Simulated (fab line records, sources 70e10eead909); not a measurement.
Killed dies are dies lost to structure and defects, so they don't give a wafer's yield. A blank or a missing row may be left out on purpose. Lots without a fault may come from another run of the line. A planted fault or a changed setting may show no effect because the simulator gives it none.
fab line records | flow nand_harc
record lots=14 wafers=42 last_day=33
route steps=1302 shown A_DECK1_JOINT@543 A_ONON_D2@552 END@1302
lots that met no fault: from a run of the same line without faults
start_h: hours from the record's first day to the start of the lot's first wafer shown | wait_h: hours since the lot's step before | " the same as in the row above | L1.1+2: a row that stands for several wafers | - no value, or no start given | * or withheld: withheld | < > ~ a bound
route shown NAME@n: a module of which the file shows steps, and the number in the route of the first | usual: mean/standard deviation of fault-free wafers | same: alike in all rows | chamber/n: place in a boat | sites: the reading at each site | _std_site: their standard deviation | _edge_site: outer sites' mean less inner sites' | radius_mm: how far each site lies from the wafer's centre | mask NAME#n: copy n | behind: the tool/chamber that last shaped the wafer | hold: why the lot was held/for how many hours/how that ended | device: the transistor (n, p or np) that didn't switch | end of line: the same wafers' tests at the end of the route | a step without rows: its recipe alone | killed: dies lost to structure and defects at the first sort, not the wafer's yield | map: a wafer's dies, x killed, . not, _ none there
set.NAME: the setting as run; set.NAME@STEP: as run at that earlier step | model.NAME: the simulator's own value behind a step, which no gauge read
steps of the route over a sample of lots; a table a step, a row a wafer
services: from which hour (start_h, from the record's first day; less than 0 if before it) a tool's chamber was out of use, for how many hours, and why
## steps
# step NHARC_A_DECK1_JOINT_THK_MEAS_17
# recipe thk_meas_gauge=ellipsometry
# usual thk_nm=45.1/1.3
# columns lot.wafer tool chamber start_h wait_h thk_nm
L792.1 film_metro-02 - 272.27 0.2 45.0
L792.3 " - " " 43.5
L792.5 " - " " 43.8
L794.2 film_metro-01 - 289.14 0.3 43.4
L794.4 " - " " 45.5
L794.6 " - " " 44.2
L797.3 film_metro-02 - 308.60 0.2 42.7
L797.5 " - " " 43.6
L797.6 " - " " 45.0
L796.1 film_metro-01 - 308.60 0.2 46.3
L796.3 " - " " 47.3
L796.6 " - " " 47.7
L798.1 film_metro-02 - 324.85 0.2 42.6
L798.2 " - " " 42.9
L798.3 " - " " 45.0
L799.2 film_metro-02 - 344.82 0.3 44.5
L799.4 " - " " 44.7
L799.5 " - " " 46.3
L800.2 film_metro-02 - 358.16 0.2 45.7
L800.5 " - " " 46.4
L800.6 " - " " 48.1
L801.1 film_metro-01 - 375.38 0.2 45.6
L801.2 " - " " 44.7
L801.5 " - " " 46.1
L802.3 film_metro-01 - 385.67 0.2 44.2
L802.4 " - " " 44.3
L802.5 " - " " 46.0
L804.1 film_metro-01 - 392.27 0.2 47.1
L804.3 " - " " 45.7
L804.4 " - " " 47.6
L805.2 film_metro-01 - 411.60 0.2 44.9
L805.3 " - " " 43.8
L805.5 " - " " 43.6
L811.3 film_metro-01 - 463.67 0.2 44.5
L811.4 " - " " 44.8
L811.6 " - " " 43.7
L814.1 film_metro-01 - 489.44 0.2 45.0
L814.3 " - " " 44.6
L814.4 " - " " 47.8
L815.2 film_metro-01 - 508.45 0.2 45.5
L815.4 " - " " 44.7
L815.6 " - " " 46.3
# step NHARC_A_ONON_D2_THK_MEAS_11
# recipe thk_meas_gauge=ellipsometry
# usual thk_nm=997/11
# columns lot.wafer tool chamber start_h wait_h thk_nm
L792.1 film_metro-02 - 274.74 - 979
L792.3 " - " " 979
L792.5 " - " " 979
L794.2 film_metro-02 - 291.45 - 996
L794.4 " - " " 996
L794.6 " - " " 996
L797.3 film_metro-01 - 310.92 - 1006
L797.5 " - " " 1007
L797.6 " - " " 1008
L796.1 film_metro-02 - 310.97 - 991
L796.3 " - " " 992
L796.6 " - " " 993
L798.1 film_metro-01 - 327.16 - 997
L798.2 " - " " 994
L798.3 " - " " 994
L799.2 film_metro-02 - 347.13 - 1005
L799.4 " - " " 1006
L799.5 " - " " 1006
L800.2 film_metro-01 - 360.47 - 1017
L800.5 " - " " 1017
L800.6 " - " " 1016
L801.1 film_metro-01 - 377.71 - 981
L801.2 " - " " 985
L801.5 " - " " 985
L802.3 film_metro-01 - 387.97 - 994
L802.4 " - " " 995
L802.5 " - " " 993
L804.1 film_metro-02 - 394.58 - 976
L804.3 " - " " 978
L804.4 " - " " 978
L805.2 film_metro-01 - 413.92 - 997
L805.3 " - " " 1000
L805.5 " - " " 999
L811.3 film_metro-02 - 465.99 - 989
L811.4 " - " " 989
L811.6 " - " " 990
L814.1 film_metro-02 - 491.75 - 1010
L814.3 " - " " 1010
L814.4 " - " " 1011
L815.2 film_metro-01 - 510.76 - 992
L815.4 " - " " 990
L815.6 " - " " 991
# step NHARC_A_ONON_D2_DEP_19
# recipe target_thk_a=10000 n2_flow_sccm=2750 n2o_flow_sccm=2000 nh3_flow_sccm=500 sih4_flow_sccm=210 temp_c=400
# columns lot.wafer tool chamber start_h wait_h
L792.1+3+5 pecvd_onon-02 0 285.01 0.1
L794.2+4+6 pecvd_onon-01 0 300.20 0.1
L796.1+3+6 pecvd_onon-02 0 318.95 0.1
L797.3+5+6 pecvd_onon-01 0 319.06 0.2
L798.1+2+3 pecvd_onon-02 0 335.79 0.1
L799.2+4+5 pecvd_onon-04 0 355.25 0.1
L800.2+5+6 pecvd_onon-04 0 368.85 0.1
L801.1+2+5 pecvd_onon-04 0 388.32 0.1
L802.3+4+5 pecvd_onon-04 0 396.13 0.2
L804.1+3+4 pecvd_onon-04 0 402.60 0.1
L805.2+3+5 pecvd_onon-02 0 424.81 0.1
L811.3+4+6 pecvd_onon-02 0 474.48 0.2
L814.1+3+4 pecvd_onon-02 0 500.37 0.1
L815.2+4+6 pecvd_onon-01 0 518.80 0.1
# step NHARC_A_ONON_D2_THK_MEAS_21
# recipe thk_meas_gauge=ellipsometry
# usual thk_nm=999/10
# columns lot.wafer tool chamber start_h wait_h thk_nm
L792.1 film_metro-01 - 285.52 - 1004
L792.3 " - " " 1005
L792.5 " - " " 1007
L794.2 film_metro-02 - 300.65 - 991
L794.4 " - " " 991
L794.6 " - " " 991
L796.1 film_metro-02 - 319.46 - 1002
L796.3 " - " " 1003
L796.6 " - " " 1002
L797.3 film_metro-01 - 319.46 - 1003
L797.5 " - " " 1002
L797.6 " - " " 1002
L798.1 film_metro-02 - 336.31 - 994
L798.2 " - " " 995
L798.3 " - " " 995
L799.2 film_metro-01 - 355.71 - 1006
L799.4 " - " " 1006
L799.5 " - " " 1007
L800.2 film_metro-01 - 369.30 - 1005
L800.5 " - " " 1006
L800.6 " - " " 1007
L801.1 film_metro-02 - 388.85 - 995
L801.2 " - " " 998
L801.5 " - " " 998
L802.3 film_metro-01 - 396.52 - 985
L802.4 " - " " 985
L802.5 " - " " 984
L804.1 film_metro-01 - 403.11 - 980
L804.3 " - " " 981
L804.4 " - " " 982
L805.2 film_metro-02 - 425.27 - 986
L805.3 " - " " 984
L805.5 " - " " 985
L811.3 film_metro-02 - 474.88 - 792
L811.4 " - " " 791
L811.6 " - " " 791
L814.1 film_metro-01 - 500.88 - 783
L814.3 " - " " 782
L814.4 " - " " 783
L815.2 film_metro-01 - 519.26 - 1021
L815.4 " - " " 1020
L815.6 " - " " 1019
# step NHARC_END_SORT_01
# recipe temp_c=25
# usual killed_at_array=63/17 killed_at_other=0.8/1.1 killed_at_periphery=3.5/3 killed_dies=67/17 killed_open=3.1/1.6 killed_short=2.6/1.4
# same gross_dies=677
# columns lot.wafer tool chamber start_h wait_h killed_at_array killed_at_other killed_at_periphery killed_dies killed_open killed_short
L811.3 prober-01 0 752.73 3.1 675 1 1 677 3 4
L811.4 prober-01 0 753.55 3.4 676 1 0 677 5 1
L811.6 prober-01 0 755.18 4.1 676 0 1 677 5 2
L814.1 prober-01 0 771.05 2.5 675 2 0 677 4 5
L814.3 prober-01 0 772.66 3.1 674 1 2 677 2 0
L814.4 prober-01 0 773.47 3.4 668 5 4 677 4 2
# killed by level:class
L811.3 A_ONON_D2:area_dep=594 A_CHANNEL_HOLE_D1:chamber_film_flake=27 A_SLIT:chamber_film_flake=27 A_BLC:chamber_film_flake=10 A_CONTACT:chamber_film_flake=5 A_WL_FILL:chamber_film_flake=3 A_STAIRCASE:chamber_film_flake=2 P_M0:geometric_particle:open=1
L811.4 A_ONON_D2:area_dep=578 A_SLIT:chamber_film_flake=35 A_CHANNEL_HOLE_D1:chamber_film_flake=30 A_CHANNEL_HOLE_D2:chamber_film_flake=11 A_BLC:chamber_film_flake=7 A_DECK1_JOINT:chamber_film_flake=3 A_STAIRCASE:chamber_film_flake=3 A_CONTACT:chamber_film_flake=3
L811.6 A_ONON_D2:area_dep=574 A_CHANNEL_HOLE_D1:chamber_film_flake=35 A_SLIT:chamber_film_flake=29 A_CONTACT:chamber_film_flake=12 A_CHANNEL_HOLE_D2:chamber_film_flake=7 A_STAIRCASE:chamber_film_flake=5 A_BLC:chamber_film_flake=5 A_M0:geometric_particle:open=2
L814.1 A_ONON_D2:area_dep=616 A_CHANNEL_HOLE_D2:chamber_film_flake=22 A_CHANNEL_HOLE_D1:chamber_film_flake=15 A_CONTACT:chamber_film_flake=6 A_SLIT:chamber_film_flake=4 A_CHANNEL_HOLE_D1:geometric_particle:open=2 A_SOURCE_PLATE:geometric_particle:short=1 A_ONON_D1:geometric_particle:short=1
L814.3 A_ONON_D2:area_dep=621 A_CHANNEL_HOLE_D2:chamber_film_flake=22 A_CHANNEL_HOLE_D1:chamber_film_flake=13 A_SLIT:chamber_film_flake=9 A_CONTACT:chamber_film_flake=8 P_CONTACT:geometric_particle:open=1 P_M1:geometric_particle:open=1 A_DECK1_JOINT:chamber_film_flake=1
L814.4 A_ONON_D2:area_dep=624 A_CHANNEL_HOLE_D2:chamber_film_flake=25 A_CHANNEL_HOLE_D1:chamber_film_flake=12 THIN_TSV:chamber_film_flake=5 A_CONTACT:chamber_film_flake=2 P_GATE:geometric_particle:short=1 P_CONTACT:geometric_particle:open=1 P_M0:geometric_particle:short=1
## services
# columns tool chamber start_h hours kind
pecvd_onon-01 - 269.00 13.0 pm
pecvd_onon-04 - 311.28 13.0 pm
pecvd_onon-02 - 366.18 13.0 pm
pecvd_onon-01 - 450.00 13.0 pm
pecvd_onon-04 - 492.28 13.0 pm
## key
first_sign step=NHARC_A_ONON_D2_THK_MEAS_21 reading=thk_nm direction=down sigmas=21 usual=999 struck=787
effect step=NHARC_END_SORT_01 reading=killed_at_array direction=up sigmas=35 usual=63 struck=674
more_kills_born_at NHARC_A_ONON_D2_DEP_19@pecvd_onon-02=3607
met_at NHARC_A_ONON_D2_DEP_19
struck_lots L811,L814
later_rows_left_out L811.3,L811.4,L811.6,L814.1,L814.3,L814.4
tester_left_out L811,L814
not_acting_at NHARC_A_DECK1_JOINT_THK_MEAS_17,NHARC_A_ONON_D2_THK_MEAS_11
onset_between 424.81 474.48
fault kind=process_parameter_drift tool=pecvd_onon-02 chamber=- onset_h=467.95 steps=NHARC_A_ONON_D2_DEP_19 channel=target_thk_a offset=* shape=step end_h=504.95 acts_in=* stated=*
# tester_left_out: of these lots the tester's yield and bins aren't shown, on N5 and GAA mostly nor the transistor test; their killed dies are dies lost to structure and defects alone, not to doping, threshold or leakage, so they don't give the yield
# later_rows_left_out: the simulator's readings of these wafers behind a module that went badly wrong aren't trusted and aren't shown, but for the sort
